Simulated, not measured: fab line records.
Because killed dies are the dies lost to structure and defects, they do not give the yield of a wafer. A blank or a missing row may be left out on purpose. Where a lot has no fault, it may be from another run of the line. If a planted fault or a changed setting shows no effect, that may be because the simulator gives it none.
fab line records	flow n5Finfet
[record] lots = 7	wafers = 21	lastDay = 18
route steps=1938 shown MIM_BOT_LITHO@1862 MIM_BOT_ETCH@1866 PASS1_CAP@1873 TV_LITHO@1875 PASSIVATION@1936
lots that met no fault: taken from a fault-free run of the same line
startH: hours from the record's opening day to when the first of the lot's shown wafers began	waitH: how many hours have passed since the lot's step before this one	" same as the row above	L1.1+2: one row covering several wafers at once	- no value, or no start was given	* or withheld: withheld	< > ~ a bound
route shown NAME@n: names a module that has steps shown in the file, with the first one's number in the route	usual: the fault-free wafers' mean and standard deviation	same: alike in all rows	chamber/n: place in a boat	sites: the reading at each site	_std_site: the standard deviation of these	_edge_site: inner sites' mean taken away from outer sites' mean	radiusMm: how far each site lies from the wafer's centre	mask NAME#n: copy n	behind: the last tool/chamber to shape the wafer	hold: why the lot went on hold/how many hours it stayed there/how the hold came to an end	device: the n, p or np transistor that did not switch	end of line: tests run on the same wafers once the route is complete	for a step that has no rows: nothing shown but its recipe	killed: count of dies lost to structure and defects at first sort (not the wafer's yield)	map: a wafer's dies, x killed, . not, _ none there
set.NAME: the setting that was run; set.NAME@STEP: the one run at that earlier step	model.NAME: the simulator's own value behind a step, which no gauge read
a table for each step, a row for each wafer; lots at some steps of the route
services: when a tool's chamber went out of use (startH, in hours from the record's first day, below 0 if earlier), for how many hours, and the reason
[[steps]]
[step N5_MIM_BOT_LITHO_CD_MEAS_08]
[recipe] targetCdNm = 3000	landingEnergyEv = 500	detector = seInlens	polarity = opening
[usual] cdNm = 2999.8/1.9
lot.wafer	tool	chamber	startH	waitH	cdNm
L616.1	cdSem-03	0	327.60	-	2999.2
L616.3	"	0	"	"	2998.5
L616.4	"	0	"	"	3002.2
L624.1	cdSem-03	0	357.67	-	3000.7
L624.2	"	0	"	"	3000.0
L624.3	"	0	"	"	3000.4
L622.4	cdSem-01	0	364.56	-	3000.7
L622.5	"	0	"	"	3001.5
L622.6	"	0	"	"	3000.7
L623.2	cdSem-01	0	369.14	-	3003.2
L623.5	"	0	"	"	3000.0
L623.6	"	0	"	"	3005.9
L630.1	cdSem-02	0	406.97	-	3001.4
L630.3	"	0	"	"	2997.8
L630.6	"	0	"	"	2999.9
L632.1	cdSem-02	0	407.73	-	2999.5
L632.4	"	0	"	"	2997.9
L632.6	"	0	"	"	3000.6
L631.1	cdSem-01	0	412.44	-	2998.7
L631.2	"	0	"	"	2998.5
L631.3	"	0	"	"	2999.8
[step N5_MIM_BOT_LITHO_OVL_MEAS_11]
[recipe] pointsPerWafer = 44
[usual] MIM_BOT_OVL = -2/5
lot.wafer	tool	chamber	startH	waitH	MIM_BOT_OVL[nm]
L616.1	overlay-02	0	327.63	0.0	3
L616.3	"	0	"	"	3
L616.4	"	0	"	"	7
L624.1	overlay-01	0	357.70	0.0	2
L624.2	"	0	"	"	-5
L624.3	"	0	"	"	0
L622.4	overlay-01	0	364.59	0.0	-10
L622.5	"	0	"	"	-2
L622.6	"	0	"	"	-2
L623.2	overlay-01	0	369.17	0.0	7
L623.5	"	0	"	"	0
L623.6	"	0	"	"	2
L630.1	overlay-01	0	407.00	0.0	0
L630.3	"	0	"	"	-3
L630.6	"	0	"	"	-1
L632.1	overlay-01	0	407.76	0.0	-3
L632.4	"	0	"	"	-1
L632.6	"	0	"	"	-4
L631.1	overlay-02	0	412.47	0.0	6
L631.2	"	0	"	"	-3
L631.3	"	0	"	"	1
[step N5_MIM_BOT_LITHO_INSPECT_12]
[recipe] mode = adi	inspectInstrument = macro
[usual] rawDefectCount = 1.9/1.4
lot.wafer	tool	chamber	startH	waitH	rawDefectCount
L616.1	defectInspect-02	-	327.65	0.0	0
L616.3	"	-	"	"	1
L616.4	"	-	"	"	2
L624.1	defectInspect-02	-	357.73	0.0	2
L624.2	"	-	"	"	3
L624.3	"	-	"	"	2
L622.4	defectInspect-01	-	364.62	0.0	5
L622.5	"	-	"	"	0
L622.6	"	-	"	"	2
L623.2	defectInspect-02	-	369.19	0.0	2
L623.5	"	-	"	"	4
L623.6	"	-	"	"	2
L630.1	defectInspect-01	-	407.03	0.0	3
L630.3	"	-	"	"	1
L630.6	"	-	"	"	4
L632.1	defectInspect-01	-	407.79	0.0	0
L632.4	"	-	"	"	1
L632.6	"	-	"	"	3
L631.1	defectInspect-02	-	412.49	0.0	3
L631.2	"	-	"	"	1
L631.3	"	-	"	"	4
[step N5_MIM_BOT_LITHO_DESCUM_10]
[recipe] chemistry = O2	timeS = 7.9	sourcePowerW = 50	biasPowerW = 20	pressureMtorr = 20	rfFrequencyHz = 2.712e+07	tempC = 40	o2FlowSccm = 225
[usual] drypumpMotorCurrentA = 5.6/0.43	oesProductAu = 0.82/0.063	rfVppV = 243.5/1.2	showerheadPlenumPTorr = 2.12/0.058	throttleValvePct = 20.48/0.16
lot.wafer	tool	chamber	startH	waitH	drypumpMotorCurrentA	oesProductAu	rfHoursCounterH	rfVppV	showerheadPlenumPTorr	throttleValvePct
L616.1	rieDiel-01	1	327.69	0.0	6.1	0.78	136	244.2	2.10	20.56
L616.3	"	0	"	"	5.4	0.79	118	243.1	2.13	20.49
L616.4	"	3	"	"	5.6	0.92	14	243.6	2.15	20.42
L624.1	rieDiel-05	3	357.76	0.0	6.3	0.85	49	244.6	2.11	20.29
L624.2	"	1	"	"	5.9	0.83	96	242.7	2.01	20.53
L624.3	"	2	"	"	5.8	0.80	108	243.0	2.03	20.70
L622.4	rieDiel-01	2	364.65	0.0	4.9	0.81	99	243.8	2.13	20.45
L622.5	"	3	"	"	5.6	0.89	-	243.0	2.14	20.45
L622.6	"	0	"	"	5.4	0.78	-	242.9	2.12	20.52
L623.2	rieDiel-06	3	369.22	0.0	5.1	0.84	59	244.1	2.14	20.54
L623.5	"	1	"	"	6.2	0.92	-	244.7	2.21	20.12
L623.6	"	0	"	"	5.3	0.69	-	241.2	2.07	20.74
L630.1	rieDiel-01	3	407.12	0.1	5.6	0.87	44	244.1	2.14	20.47
L630.3	"	0	"	"	5.4	0.76	146	243.1	2.12	20.54
L630.6	"	3	"	"	5.6	0.87	-	242.6	2.14	20.49
L632.1	rieDiel-01	2	408.01	0.2	4.9	0.80	114	242.9	2.13	20.49
L632.4	"	1	"	"	6.1	0.76	165	244.4	2.09	20.60
L632.6	"	3	"	"	5.6	0.87	-	243.3	2.14	20.50
L631.1	rieDiel-01	0	412.57	0.1	5.4	0.76	148	242.5	2.12	20.54
L631.2	"	2	"	"	4.9	0.81	115	242.5	2.13	20.49
L631.3	"	1	"	"	6.1	0.76	166	243.4	2.09	20.61
[step N5_MIM_BOT_ETCH_ETCH_04]
[recipe] chemistry = CF4/O2	target = SiNx	targetDepthA = 260	timeS = 13	ionEnergyEv = 100	pressureMtorr = 40	sourceW = 535	biasW = 49	Ar_flow_sccm = 100	cf4FlowSccm = 100	O2_flow_sccm = 10
[usual] O2_flow_sccm = 10.00/0.032	drypumpMotorCurrentA = 5.6/0.43	oesProductAu = 0.82/0.062	rfVppV = 242/4.5	showerheadPlenumPTorr = 2.22/0.06	throttleValvePct = 15.96/0.17
lot.wafer	tool	chamber	startH	waitH	O2_flow_sccm	drypumpMotorCurrentA	oesProductAu	rfHoursCounterH	rfVppV	showerheadPlenumPTorr	throttleValvePct
L616.1	rieDiel-01	1	327.75	0.0	9.98	6.1	0.78	136	239	2.21	16.10
L616.3	"	0	"	"	9.97	5.4	0.80	118	234	2.21	15.92
L616.4	"	3	"	"	10.07	5.6	0.92	14	244	2.26	15.89
L624.1	rieDiel-05	3	357.83	0.0	10.02	6.3	0.84	49	237	2.23	15.87
L624.2	"	1	"	"	9.98	5.9	0.80	96	248	2.12	16.03
L624.3	"	2	"	"	9.97	5.8	0.80	108	244	2.13	16.16
L622.4	rieDiel-01	2	364.71	0.0	10.03	4.9	0.84	99	247	2.21	15.77
L622.5	"	3	"	"	10.03	5.6	0.89	-	244	2.25	15.90
L622.6	"	0	"	"	9.99	5.4	0.79	-	234	2.21	15.95
L623.2	rieDiel-06	3	369.29	0.0	9.92	5.1	0.85	59	247	2.25	15.94
L623.5	"	1	"	"	10.04	6.1	0.92	-	239	2.34	15.75
L623.6	"	0	"	"	9.98	5.3	0.70	-	238	2.18	16.32
L630.1	rieDiel-01	3	407.18	0.0	10.02	5.6	0.86	44	243	2.25	15.93
L630.3	"	0	"	"	9.98	5.4	0.78	146	235	2.20	15.98
L630.6	"	3	"	"	10.01	5.6	0.87	-	242	2.25	15.94
L632.1	rieDiel-01	2	408.07	0.0	10.01	4.9	0.82	114	248	2.20	15.79
L632.4	"	1	"	"	9.99	6.1	0.77	165	239	2.20	16.15
L632.6	"	3	"	"	10.02	5.6	0.86	-	245	2.25	15.92
L631.1	rieDiel-01	0	412.64	0.0	9.97	5.4	0.77	148	234	2.20	15.97
L631.2	"	2	"	"	10.00	4.9	0.82	115	247	2.20	15.79
L631.3	"	1	"	"	9.97	6.1	0.76	166	239	2.20	16.16
[step N5_MIM_BOT_ETCH_ETCH_03]
[recipe] chemistry = Cl2/BCl3	targetDepthA = 120	pressureMtorr = 8	icpW = 800	biasW = 100	Cl2_flow_sccm = 20	bcl3FlowSccm = 80
[usual] bcl3FlowSccm = 79.97/0.24	drypumpMotorCurrentA = 5.9/0.62	oesProductAu = 0.81/0.081	throttleValvePct = 27.4/0.39
lot.wafer	tool	chamber	startH	waitH	bcl3FlowSccm	drypumpMotorCurrentA	oesProductAu	rfHoursCounterH	throttleValvePct
L616.1	rieMetal-03	1	327.84	0.1	79.56	6.4	0.80	34	27.5
L616.3	"	0	"	"	80.32	6.3	0.85	-	27.6
L616.4	"	1	"	"	79.91	6.4	0.80	-	27.5
L624.1	rieMetal-01	1	357.92	0.1	79.67	6.2	0.90	13	26.7
L624.2	"	0	"	"	80.31	4.7	0.85	23	27.5
L624.3	"	1	"	"	79.87	6.3	0.92	-	26.7
L622.4	rieMetal-02	1	364.83	0.1	80.06	6.0	0.74	-	27.9
L622.5	"	1	"	"	79.50	6.0	0.74	-	27.9
L622.6	"	0	"	"	79.89	5.6	0.70	-	27.3
L623.2	rieMetal-03	1	369.38	0.1	80.35	6.4	0.79	37	27.5
L623.5	"	0	"	"	79.83	6.4	0.84	-	27.6
L623.6	"	1	"	"	80.30	6.4	0.79	-	27.5
L630.1	rieMetal-03	1	407.27	0.1	80.19	6.4	0.78	40	27.5
L630.3	"	1	"	"	79.74	6.4	0.78	-	27.5
L630.6	"	0	"	"	79.68	6.4	0.82	-	27.6
L632.1	rieMetal-02	0	408.16	0.1	79.73	5.6	0.69	90	27.3
L632.4	"	1	"	"	80.13	6.0	0.72	-	27.9
L632.6	"	1	"	"	79.90	6.0	0.73	-	27.9
L631.1	rieMetal-02	0	412.73	0.1	79.90	5.6	0.69	91	27.3
L631.2	"	1	"	"	79.70	6.0	0.73	60	27.9
L631.3	"	0	"	"	80.03	5.6	0.68	-	27.3
[step N5_MIM_BOT_ETCH_ETCH_00]
[recipe] chemistry = Cl2/BCl3	target = TiN	targetDepthA = 455	ionEnergyEv = 150	pressureMtorr = 10	icpW = 1000	biasW = 126	Cl2_flow_sccm = 53.25	bcl3FlowSccm = 21.75	Ar_flow_sccm = 25
[usual] bcl3FlowSccm = 21.74/0.069	drypumpMotorCurrentA = 5.9/0.62	oesProductAu = 0.81/0.08	throttleValvePct = 21.8/0.37
lot.wafer	tool	chamber	startH	waitH	bcl3FlowSccm	drypumpMotorCurrentA	oesProductAu	rfHoursCounterH	throttleValvePct
L616.1	rieMetal-03	1	327.93	0.1	21.77	6.4	0.80	34	21.9
L616.3	"	0	"	"	21.75	6.3	0.85	-	21.8
L616.4	"	1	"	"	21.65	6.4	0.81	-	21.9
L624.1	rieMetal-01	1	358.01	0.1	21.72	6.3	0.91	13	21.2
L624.2	"	0	"	"	21.82	4.7	0.84	23	22.0
L624.3	"	1	"	"	21.71	6.3	0.91	-	21.2
L622.4	rieMetal-02	1	364.93	0.1	21.77	6.0	0.74	-	22.4
L622.5	"	1	"	"	21.79	6.1	0.74	-	22.4
L622.6	"	0	"	"	21.72	5.6	0.69	-	21.8
L623.2	rieMetal-03	1	369.47	0.1	21.72	6.4	0.79	37	21.9
L623.5	"	0	"	"	21.77	6.3	0.82	-	21.9
L623.6	"	1	"	"	21.67	6.4	0.79	-	21.9
L630.1	rieMetal-03	1	407.36	0.1	21.76	6.4	0.77	40	21.9
L630.3	"	1	"	"	21.72	6.3	0.78	-	21.9
L630.6	"	0	"	"	21.76	6.3	0.83	-	21.9
L632.1	rieMetal-02	0	408.25	0.1	21.86	5.6	0.69	90	21.8
L632.4	"	1	"	"	21.81	6.0	0.73	-	22.4
L632.6	"	1	"	"	21.83	6.0	0.72	-	22.4
L631.1	rieMetal-02	0	412.82	0.1	21.80	5.6	0.69	91	21.8
L631.2	"	1	"	"	21.52	6.0	0.72	60	22.4
L631.3	"	0	"	"	21.60	5.6	0.69	-	21.8
[step N5_MIM_BOT_ETCH_STRIP_01]
[recipe] chemistry = O2	powerW = 600	tempC = 60	pressureMtorr = 30	rfFrequencyHz = 6e+07	biasPowerW = 0	overashFraction = 0.5	o2FlowSccm = 225
[usual] drypumpMotorCurrentA = 5.5/0.42	oesProductAu = 0.82/0.075	rfVppV = 3.6/1.2	showerheadPlenumPTorr = 2.14/0.057	throttleValvePct = 16.67/0.17
lot.wafer	tool	chamber	startH	waitH	drypumpMotorCurrentA	oesProductAu	rfHoursCounterH	rfVppV	showerheadPlenumPTorr	throttleValvePct
L616.1	rieDiel-06	3	328.07	0.1	5.1	0.87	45	4.2	2.15	16.63
L616.3	"	1	"	"	6.2	0.97	7	4.3	2.22	16.25
L616.4	"	2	"	"	5.3	0.79	108	5.7	2.20	16.61
L624.1	rieDiel-05	3	358.15	0.1	6.2	0.85	49	4.7	2.12	16.47
L624.2	"	1	"	"	5.8	0.81	96	5.7	2.02	16.79
L624.3	"	2	"	"	5.8	0.79	108	5.1	2.03	16.89
L622.4	rieDiel-06	0	365.03	0.1	5.4	0.69	225	4.3	2.07	16.94
L622.5	"	2	"	"	5.2	0.78	-	4.6	2.20	16.62
L622.6	"	1	"	"	6.1	0.92	-	1.6	2.22	16.32
L623.2	rieDiel-01	1	369.61	0.1	6.1	0.78	152	2.7	2.10	16.82
L623.5	"	1	"	"	6.1	0.78	-	3.3	2.10	16.76
L623.6	"	0	"	"	5.4	0.79	-	1.4	2.12	16.70
L630.1	rieDiel-05	0	407.50	0.1	5.7	0.75	166	2.3	2.10	16.47
L630.3	"	3	"	"	6.3	0.82	70	2.7	2.11	16.55
L630.6	"	1	"	"	5.9	0.78	-	1.8	2.01	16.80
L632.1	rieDiel-01	0	408.39	0.1	5.4	0.77	147	3.7	2.12	16.75
L632.4	"	2	"	"	4.9	0.79	115	2.3	2.13	16.70
L632.6	"	1	"	"	6.1	0.75	-	3.0	2.09	16.83
L631.1	rieDiel-01	2	413.23	0.4	4.9	0.80	116	1.9	2.13	16.65
L631.2	"	0	"	"	5.4	0.76	148	4.3	2.12	16.75
L631.3	"	1	"	"	6.1	0.75	166	4.6	2.09	16.90
[step N5_MIM_BOT_ETCH_STRIP_02]
[recipe] chemistry = postEtchResidueRemover	timeS = 1200	tempC = 72.5
[step N5_MIM_BOT_ETCH_CLEAN_05]
[recipe] chemistry = IPA	timeS = 180	tempC = 25
[step N5_MIM_BOT_ETCH_SRD_06]
[recipe] dry = ipaMarangoni	timeS = 30	tempC = 23	rinseLiquid = diw
[step N5_PASSIVATION_PECVD_55]
[recipe] material = SiO2	targetThkA = 4000	tempC = 400	precursor = SiH4/N2O	pressureTorr = 2.7	rfW = 608	timeS = 22.5
[step N5_PASSIVATION_PECVD_01]
[recipe] material = SiNx	targetThkA = 2000	tempC = 400	precursor = SiH4/NH3/N2	pressureTorr = 4.9	rfW = 1406	timeS = 43.2
[usual] chamberPressureTorr = 4.900/0.012	heaterPowerOuterW = 165/66	heaterPowerW = 385/86	showerheadPlenumPTorr = 8.66/0.082	susceptorTempC = 400.00/0.22	throttleValvePct = 29.0/1.5
lot.wafer	tool	chamber	startH	waitH	chamberPressureTorr	heaterPowerOuterW	heaterPowerW	showerheadPlenumPTorr	susceptorTempC	throttleValvePct
L616.1	pecvd-03	1	328.62	0.0	4.905	200	393	8.80	400.06	29.4
L616.3	"	0	"	"	4.906	126	349	8.73	400.66	29.8
L616.4	"	0	"	"	4.896	129	357	8.74	399.90	29.7
L624.1	pecvd-01	1	358.75	0.0	-	-	-	-	-	-
L624.2	"	2	"	"	-	-	-	-	-	-
L624.3	"	0	"	"	-	-	-	-	-	-
L622.4	pecvd-01	0	365.59	0.0	-	-	-	-	-	-
L622.5	"	1	"	"	-	-	-	-	-	-
L622.6	"	2	"	"	-	-	-	-	-	-
L623.2	pecvd-02	0	370.14	0.0	-	-	-	-	-	-
L623.5	"	0	"	"	-	-	-	-	-	-
L623.6	"	1	"	"	-	-	-	-	-	-
L630.1	pecvd-01	2	408.04	0.0	4.892	180	456	8.55	400.07	27.7
L630.3	"	0	"	"	4.889	247	430	8.66	400.36	28.2
L630.6	"	0	"	"	4.891	252	454	8.67	400.07	27.9
L632.1	pecvd-01	0	408.93	0.0	4.913	253	444	8.62	399.98	27.9
L632.4	"	0	"	"	4.905	266	439	8.66	400.08	27.9
L632.6	"	2	"	"	4.910	258	559	8.57	399.82	27.9
L631.1	pecvd-01	2	413.76	0.0	4.891	262	557	8.56	399.72	27.9
L631.2	"	1	"	"	4.922	91	330	8.54	400.07	31.3
L631.3	"	0	"	"	4.911	174	327	8.64	400.46	28.1
[step N5_PASSIVATION_HMDS_03]
[recipe] timeS = 60	tempC = 120
[step N5_PASSIVATION_PROBE_49]
[usual] defectLimitedYield = 91.3/1.5	killed_at_M0_to_M3 = 31/11	killed_at_M4_up = 14/5.1	killedAtContacts = 12/5.6	killedAtFrontEnd = 42/12	killedAtOther = 3.8/2.9	killedDies = 103/18	killedOpen = 67/14	killedShort = 33/8	sort_bin_5_function = 5.1/1	sort_bin_6_memory = 3.2/0.75	sortNPass = 1077/18	sortYieldPct = 91.3/1.5
[same] grossDies = 1180	killedAtBackSide = 0	sort_bin_4_leakage[%] = 0	sort_bin_8_speed[%] = 0
lot.wafer	tool	chamber	startH	waitH	defectLimitedYield[%]	killed_at_M0_to_M3	killed_at_M4_up	killedAtContacts	killedAtFrontEnd	killedAtOther	killedDies	killedOpen	killedShort	sort_bin_5_function[%]	sort_bin_6_memory[%]	sortNPass	sortYieldPct[%]
L616.1	prober-01	-	339.42	0.0	91.4	16	10	8	62	6	102	55	39	4.2	3.4	1078	91.4
L616.3	prober-01	-	339.52	0.1	93.3	18	6	7	43	5	79	54	25	3.9	2.5	1101	93.3
L616.4	prober-01	-	339.57	0.2	90.8	17	12	16	61	3	109	60	44	5.8	2.7	1071	90.8
L622.4	prober-02	-	374.18	0.2	89.9	36	10	14	52	7	119	79	40	5.8	4.2	1061	89.9
L622.5	prober-02	-	374.23	0.2	91.1	37	12	4	49	3	105	72	32	5.7	3.1	1075	91.1
L622.6	prober-02	-	374.28	0.3	91.7	35	16	6	34	7	98	70	28	5.8	2.5	1082	91.7
L630.1	prober-01	-	415.72	0.0	92.0	39	14	6	35	0	94	63	26	5.3	2.2	1086	92.0
L630.3	prober-01	-	415.82	0.1	90.4	33	12	10	54	4	113	80	32	6.4	2.6	1067	90.4
L630.6	prober-01	-	415.97	0.3	89.3	60	17	7	41	1	126	66	56	7.2	2.6	1054	89.3
L632.1	prober-01	-	416.36	0.0	93.3	23	9	3	43	1	79	54	25	3.7	2.6	1101	93.3
L632.4	prober-01	-	416.51	0.2	92.1	31	5	6	47	4	93	62	30	5.0	2.6	1087	92.1
L632.6	prober-01	-	416.61	0.3	91.9	26	18	13	36	3	96	66	26	4.6	3.1	1084	91.9
L631.1	prober-01	-	422.50	0.0	89.5	51	23	15	30	5	124	93	27	5.7	4.5	1056	89.5
L631.2	prober-01	-	422.55	0.1	90.9	43	12	21	29	2	107	75	29	4.8	3.7	1073	90.9
L631.3	prober-01	-	422.60	0.1	91.7	33	14	21	24	6	98	67	25	4.7	3.1	1082	91.7
// killed by level:class
L616.1 FIN_SAQP:geometricParticle:short=11 GATE_CUT:geometricParticle:short=9 GATE_CUT:geometricParticle:open=8 HKMG_FIN:areaEtch=8 FIN_SAQP:geometricParticle:open=7 MOL_CONTACT_COAG:geometricParticle:open=7 BEOL_M4:geometricParticle:open=7 STI_FIN_REVEAL:geometricParticle:open=5
L616.3 FIN_SAQP:geometricParticle:open=10 STI_FIN_REVEAL:geometricParticle:open=8 FIN_SAQP:geometricParticle:short=7 GATE_CUT:geometricParticle:open=5 MOL_CONTACT_COAG:geometricParticle:open=5 BEOL_M3:geometricParticle:open=5 STI_FIN_REVEAL:geometricParticle:short=4 DUMMY_GATE:geometricParticle:open=3
L616.4 FIN_SAQP:geometricParticle:short=20 MOL_CONTACT_COAG:geometricParticle:open=13 FIN_SAQP:geometricParticle:open=8 GATE_CUT:geometricParticle:short=6 STI_FIN_REVEAL:geometricParticle:open=5 GATE_CUT:geometricParticle:open=5 HKMG_FIN:areaEtch=5 DUMMY_GATE:geometricParticle:open=4
L622.4 FIN_SAQP:geometricParticle:open=18 MOL_CONTACT_COAG:geometricParticle:open=10 BEOL_M0_SAQP:geometricParticle:open=8 BEOL_M1:geometricParticle:open=8 FIN_SAQP:geometricParticle:short=7 STI_FIN_REVEAL:geometricParticle:open=7 BEOL_M0_SAQP:geometricParticle:short=7 BEOL_M0:geometricParticle:open=7
L622.5 FIN_SAQP:geometricParticle:open=13 BEOL_M1:geometricParticle:open=9 BEOL_M0_SAQP:geometricParticle:open=8 STI_FIN_REVEAL:geometricParticle:open=7 DUMMY_GATE:geometricParticle:open=7 FIN_SAQP:geometricParticle:short=6 BEOL_M3:geometricParticle:open=5 DUMMY_GATE:geometricParticle:short=4
L622.6 BEOL_M0_SAQP:geometricParticle:short=11 STI_FIN_REVEAL:geometricParticle:open=10 FIN_SAQP:geometricParticle:open=8 DUMMY_GATE:geometricParticle:open=6 MOL_CONTACT_COAG:geometricParticle:open=6 BEOL_M0_SAQP:geometricParticle:open=6 BEOL_M1:geometricParticle:open=6 BEOL_M2:geometricParticle:open=5
L630.1 BEOL_M1:geometricParticle:open=10 BEOL_M0_SAQP:geometricParticle:short=9 DUMMY_GATE:geometricParticle:open=8 BEOL_M0_SAQP:geometricParticle:open=8 FIN_SAQP:geometricParticle:short=5 FIN_SAQP:geometricParticle:open=5 MOL_CONTACT_COAG:geometricParticle:open=4 STI_FIN_REVEAL:geometricParticle:open=4
L630.3 FIN_SAQP:geometricParticle:open=17 BEOL_M0_SAQP:geometricParticle:open=13 STI_FIN_REVEAL:geometricParticle:open=9 FIN_SAQP:geometricParticle:short=8 BEOL_M4:geometricParticle:open=8 MOL_CONTACT_COAG:geometricParticle:open=7 BEOL_M0_SAQP:geometricParticle:short=7 DUMMY_GATE:geometricParticle:open=4
L630.6 BEOL_M0_SAQP:geometricParticle:short=25 BEOL_M0_SAQP:geometricParticle:open=13 FIN_SAQP:geometricParticle:open=11 FIN_SAQP:geometricParticle:short=11 BEOL_M3:geometricParticle:open=8 BEOL_M4:geometricParticle:open=7 BEOL_M4:geometricParticle:short=6 MOL_CONTACT_COAG:geometricParticle:open=6
L632.1 STI_FIN_REVEAL:geometricParticle:open=12 FIN_SAQP:geometricParticle:short=7 BEOL_M3:geometricParticle:open=7 FIN_SAQP:geometricParticle:open=6 BEOL_M2:geometricParticle:open=6 BEOL_M1:geometricParticle:open=4 STI_FIN_REVEAL:geometricParticle:short=3 ILD0:geometricParticle:open=3
L632.4 STI_FIN_REVEAL:geometricParticle:open=13 BEOL_M0_SAQP:geometricParticle:open=9 BEOL_M2:geometricParticle:open=9 FIN_SAQP:geometricParticle:short=7 FIN_SAQP:geometricParticle:open=6 STI_FIN_REVEAL:geometricParticle:short=5 GATE_CUT:geometricParticle:short=4 MOL_CONTACT_COAG:geometricParticle:open=4
L632.6 BEOL_M2:geometricParticle:open=13 MOL_CONTACT_COAG:geometricParticle:open=10 BEOL_M4:geometricParticle:open=10 FIN_SAQP:geometricParticle:short=6 STI_FIN_REVEAL:geometricParticle:open=6 ILD0:geometricParticle:open=4 HKMG_FIN:areaEtch=4 FIN_SAQP:geometricParticle:open=3
L631.1 BEOL_M4:geometricParticle:open=14 MOL_CONTACT_COAG:geometricParticle:open=13 BEOL_M0_SAQP:geometricParticle:open=12 BEOL_M0:geometricParticle:open=10 BEOL_M3:geometricParticle:open=8 FIN_SAQP:geometricParticle:open=7 BEOL_M1:geometricParticle:open=6 BEOL_M0_SAQP:geometricParticle:short=5
L631.2 MOL_CONTACT_COAG:geometricParticle:open=16 BEOL_M2:geometricParticle:open=11 BEOL_M1:geometricParticle:open=9 BEOL_M3:geometricParticle:open=9 FIN_SAQP:geometricParticle:open=7 BEOL_M0_SAQP:geometricParticle:short=7 DUMMY_GATE:geometricParticle:open=5 MOL_CONTACT_COAG:geometricParticle:short=5
L631.3 MOL_CONTACT_COAG:geometricParticle:open=15 MOL_CONTACT_COAG:geometricParticle:short=6 BEOL_M1:geometricParticle:open=6 BEOL_M3:geometricParticle:open=6 STI_FIN_REVEAL:geometricParticle:open=5 BEOL_M0_SAQP:geometricParticle:open=5 BEOL_M2:geometricParticle:open=5 HKMG_FIN:areaEtch=5
[[services]]
tool	chamber	startH	hours	kind
pecvd-02	-	316.12	14.6	pm
pecvd-01	0	320.34	2.1	scheduledDown
rieMetal-03	-	333.44	0.5	repair
pecvd-02	-	340.21	4.0	repair
rieDiel-06	-	348.84	2.8	pm
rieDiel-05	0	350.53	25.4	repair
pecvd-01	-	368.41	6.8	repair
pecvd-03	1	383.62	-	clean
pecvd-03	1	383.62	-	consumableReplace:showerhead
pecvd-03	1	383.62	29.0	scheduledDown
pecvd-03	1	383.62	29.0	ventCycle
pecvd-02	1	398.57	5.5	scheduledDown
rieDiel-05	0	403.52	2.4	repair
pecvd-03	0	409.49	5.5	scheduledDown
rieDiel-01	0	413.54	1.6	repair
[[key]]
[firstSign] step = N5_PASSIVATION_PECVD_01	reading = toolRecord	direction = missing
effect none on later readings
metAt N5_PASSIVATION_PECVD_01
struckWafers L622.4,L622.5,L622.6,L623.2,L623.5,L623.6,L624.1,L624.2,L624.3
[fault] kind = skippedStepWhole	tool = pecvd-01,pecvd-02	chamber = -	onsetH = 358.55	steps = N5_PASSIVATION_PECVD_01	scope = struckLotsOnly
